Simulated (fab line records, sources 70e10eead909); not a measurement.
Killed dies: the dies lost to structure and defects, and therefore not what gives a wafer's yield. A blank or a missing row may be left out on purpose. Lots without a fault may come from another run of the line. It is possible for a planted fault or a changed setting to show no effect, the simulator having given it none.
A struck lot beside a sound one + flow nandHarc + 15 out of 1159 route steps
Sound: these wafers, L818.1, L818.3, L818.5. Struck: wafer L826.3 (L826.4, L826.5, from the same lot, were not struck and are left out); the cause is given at the end.
At each step with rows: each side's tool, then ch and its chambers, then its first start. Under that, the readings that differ: sound wafers + struck wafers + difference of the means + sigmas: that difference in standard deviations of wafers without a fault.
alike: same words and numbers on both sides, and readings whose means sit less than 2 such deviations apart. not compared: any withheld reading, any reading some wafer has no value for, any bound like >300 that may hide the same value, and any number with overlapping values for which the record gives no deviation.
A row with sigmas, a row that says differs or no value, or rows on one side alone: a step with any of these is where the two part. Non-overlapping numbers with no deviation appear without sigmas and do not part them. Lack of a reading on every wafer of one side parts them only where that side has two or more wafers.

first, 5 steps without rows for these wafers: NHARC_A_SGD_CUT_SOFTBAKE_04 (time 55 s); NHARC_A_SGD_CUT_EBR_05; NHARC_A_SGD_CUT_EXPOSE_06 (exposes mask SGD); NHARC_A_SGD_CUT_PEB_07 (peb time 65 s); NHARC_A_SGD_CUT_DEVELOP_08 (develop time 35 s).
NHARC_A_SGD_CUT_CD_MEAS_09: the cd target is 100 nm.
  sound on cdSem-03 ch 0, day 15 12:08; struck on cdSem-02 ch 0, day 17 20:05
  alike: cdNm
NHARC_A_SGD_CUT_OVL_MEAS_10:
  struck on overlay-01, day 17 20:11; sound on overlay-01, day 15 12:14
  alike: overlayXNm, overlayYNm
NHARC_A_SGD_CUT_INSPECT_11:
  struck on defectInspect-02, day 17 20:13; sound on defectInspect-01, day 15 12:16
| reading        | sound | struck | difference | sigmas |
|----------------|-------|--------|------------|--------|
| rawDefectCount | 5 6 9 | 27     | +20        | +2     |
NHARC_A_SGD_CUT_DESCUM_14: chemistry O2, time 3 s.
  sound on rieDiel-12 ch 0,2,3, day 15 12:19; struck on rieDiel-08 ch 2, day 17 20:17
| reading    | sound          | struck | difference | sigmas |
|------------|----------------|--------|------------|--------|
| rfVppV (V) | 56.0 57.5 56.4 | 59.2   | +2.6       | +3     |
  alike: drypumpMotorCurrentA, oesProductAu, showerheadPlenumPTorr, throttleValvePct
  not compared: rfHoursCounterH
NHARC_A_SGD_CUT_ETCH_58: etches the open film in CF4, target depth 39 nm, time 65 s.
  sound on rieDiel-12 ch 1,2, day 15 12:25; struck on rieDiel-08 ch 1, day 17 20:22
| reading                  | sound             | struck | difference | sigmas |
|--------------------------|-------------------|--------|------------|--------|
| drypumpMotorCurrentA (A) | 5.3 5.8 5.8       | 6.8    | +1.2       | +2     |
| oesProductAu (a.u.)      | 0.974 0.991 0.993 | 1.010  | +0.024     | +3     |
  alike: cf4FlowSccm, rfVppV, runLengthS, showerheadPlenumPTorr, throttleValvePct
  not compared: rfHoursCounterH
NHARC_A_SGD_CUT_ETCH_59: etches the open film in N2/H2, target depth 260 nm, time 406.25 s.
  sound: rieDiel-12 ch 0,1,3; struck: rieDiel-08 ch 2
  alike: drypumpMotorCurrentA, h2FlowSccm, oesProductAu, rfVppV, runLengthS, showerheadPlenumPTorr, throttleValvePct
  not compared: rfHoursCounterH
NHARC_A_SGD_CUT_ETCH_15: etches the open film in CH3F/O2, target depth 75 nm, time 64.3 s.
  sound: rieDiel-12 ch 1,2; struck: rieDiel-08 ch 0
  alike: drypumpMotorCurrentA, oesProductAu, rfVppV, runLengthS, showerheadPlenumPTorr, throttleValvePct
  not compared: rfHoursCounterH
NHARC_A_SGD_CUT_ETCH_16: etches the open film in C4F8/O2/Ar, target depth 310.5 nm, time 155.2 s.
  sound on rieDiel-12 ch 1,2,3, day 15 12:55; struck on rieDiel-08 ch 3, day 17 20:52
| reading             | sound             | struck | difference | sigmas |
|---------------------|-------------------|--------|------------|--------|
| oesProductAu (a.u.) | 0.965 0.966 0.958 | 0.986  | +0.023     | +2     |
| runLengthS (s)      | 176.3 176.4 176.0 | 198.3  | +22.1      | +60    |
  alike: rfVppV
  not compared: rfHoursCounterH
then, 1 step without rows for these wafers: NHARC_A_SGD_CUT_STRIP_60 (strips in C4F8/O2/Ar).
-- break in the record here, with 6 days between the starts of the struck wafers on either side (left off in module A_SGD_CUT, picked up again in module END, where the first step shown is number 1159 on the route) --
NHARC_END_SORT_01:
  sound on prober-01 ch 0, day 21 04:59; struck on prober-01 ch 0, day 23 09:06
| reading       | sound    | struck | difference | sigmas |
|---------------|----------|--------|------------|--------|
| killedAtArray | 10 13 18 | 673    | +659       | +74    |
| killedDies    | 19 18 21 | 677    | +658       | +74    |
  alike: killedAtOther, killedAtPeriphery, killedOpen, killedShort

== WHERE THEY PART ==
First at NHARC_A_SGD_CUT_INSPECT_11; last, within this record, at NHARC_END_SORT_01.

WHY: whatever the simulator had introduced
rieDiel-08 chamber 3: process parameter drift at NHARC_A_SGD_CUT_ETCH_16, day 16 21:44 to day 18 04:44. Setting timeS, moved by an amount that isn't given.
